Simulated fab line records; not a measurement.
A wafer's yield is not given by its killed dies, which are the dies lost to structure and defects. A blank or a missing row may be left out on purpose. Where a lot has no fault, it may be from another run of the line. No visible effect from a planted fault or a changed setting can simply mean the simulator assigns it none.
What tool caused it? | flow nand-harc | 12 lots with 36 wafers sampled at 4 steps, on a route of 1159 steps

## WHAT EACH GAUGE READ, for each wafer
NHARC_A_M0_THK_MEAS_24: measures by xrf.
lot  | measured     | on            | thk-nm (nm)
L077 | day 17 18:33 | film-metro-01 | 114.9 112.7 111.6
L079 | day 17 23:23 | film-metro-02 | 113.3 112.8 114.2
L078 | day 18 11:17 | film-metro-01 | 111.7 110.8 113.1
L081 | day 19 14:00 | film-metro-02 | 113.6 112.8 114.8
L082 | day 19 21:25 | film-metro-01 | 113.3 114.7 114.6
L085 | day 20 07:14 | film-metro-01 | 113.0 112.0 113.2
L086 | day 21 01:33 | film-metro-02 | 113.3 114.3 113.6
L091 | day 21 19:02 | film-metro-01 | 113.8 114.8 112.9
L088 | day 22 05:04 | film-metro-01 | 113.7 115.3 113.6
L090 | day 22 08:05 | film-metro-02 | 112.3 113.0 113.5
L095 | day 22 19:59 | film-metro-01 | 114.5 113.5 113.6
L097 | day 23 18:37 | film-metro-01 | 115.5 113.0 115.6

## WHICH TOOL RAN EACH LOT (tool, then ch and the chambers of the sampled wafers, then the start)
lot  | NHARC_A_CONTACT_ETCH_135             | NHARC_A_CONTACT_ETCH_139             | NHARC_A_M0_CMP_23
L077 | har-cap-etch-03 ch 0,1, day 17 07:31 | har-cap-etch-03 ch 0,1, day 17 08:00 | cmp-01 ch 0,2, day 17 18:14
L079 | har-cap-etch-02 ch 0,1, day 17 12:22 | har-cap-etch-02 ch 0,1, day 17 12:52 | cmp-02 ch 0,1,2, day 17 23:07
L078 | har-cap-etch-03 ch 0,1, day 17 17:51 | har-cap-etch-03 ch 0,1, day 17 18:20 | cmp-03 ch 0,1,2, day 18 11:00
L081 | har-cap-etch-01 ch 0,1, day 19 00:39 | har-cap-etch-01 ch 0,1, day 19 01:10 | cmp-03 ch 0,1,3, day 19 13:45
L082 | har-cap-etch-01 ch 0,1, day 19 08:58 | har-cap-etch-01 ch 0,1, day 19 09:26 | cmp-01 ch 0,3, day 19 21:06
L085 | har-cap-etch-01 ch 0, day 19 15:38   | har-cap-etch-01 ch 0, day 19 16:08   | cmp-03 ch 0,2,3, day 20 06:55
L086 | har-cap-etch-02 ch 0,1, day 20 08:28 | har-cap-etch-02 ch 0,1, day 20 08:57 | cmp-03 ch 1,2,3, day 21 01:17
L091 | har-cap-etch-01 ch 0,1, day 20 23:11 | har-cap-etch-01 ch 0,1, day 20 23:43 | cmp-03 ch 0,1, day 21 18:43
L088 | har-cap-etch-01 ch 0,1, day 21 11:56 | har-cap-etch-01 ch 0,1, day 21 12:26 | cmp-02 ch 0,3, day 22 04:44
L090 | har-cap-etch-03 ch 0,1, day 21 17:08 | har-cap-etch-03 ch 0,1, day 21 17:37 | cmp-03 ch 0,1,2, day 22 07:50
L095 | har-cap-etch-01 ch 0,1, day 22 05:25 | har-cap-etch-01 ch 0,1, day 22 05:54 | cmp-01 ch 0,1,2, day 22 19:42
L097 | har-cap-etch-03 ch 0,1, day 23 00:49 | har-cap-etch-03 ch 0,1, day 23 01:20 | cmp-02 ch 1,2,3, day 23 18:18
- NHARC_A_CONTACT_ETCH_135: etches the open film in C4F8/O2/Ar, time 132 s, target depth 1287 nm.
- NHARC_A_CONTACT_ETCH_139: etches the open film in C4F8/O2/Ar, time 137 s, target depth 590 nm.
- NHARC_A_M0_CMP_23: polishes, t overpolish 20 s, target thk 113.75 nm.

## THE ANSWER, worked out from the rows above alone
Rule: what is usual is taken from the lots themselves. Put in order of their means at a reading, lots are off if they are a third of the lots or fewer, leave a main group of 4 or more, and stand apart from it by a gap of 3 or more times the standard deviation of the main group's means; of several such gaps the widest counts. If all means in a main group match to the digits the tables above print for the reading, that group is not used. Also off: a lot with no number at a reading for which 4 or more lots have one. Where the step has rows for the other lots, those lots are counted as sound.
No lot is off on any of the readings shown, so nothing can be concluded from this.

## WHAT HAD BEEN PUT IN BY THE SIMULATOR
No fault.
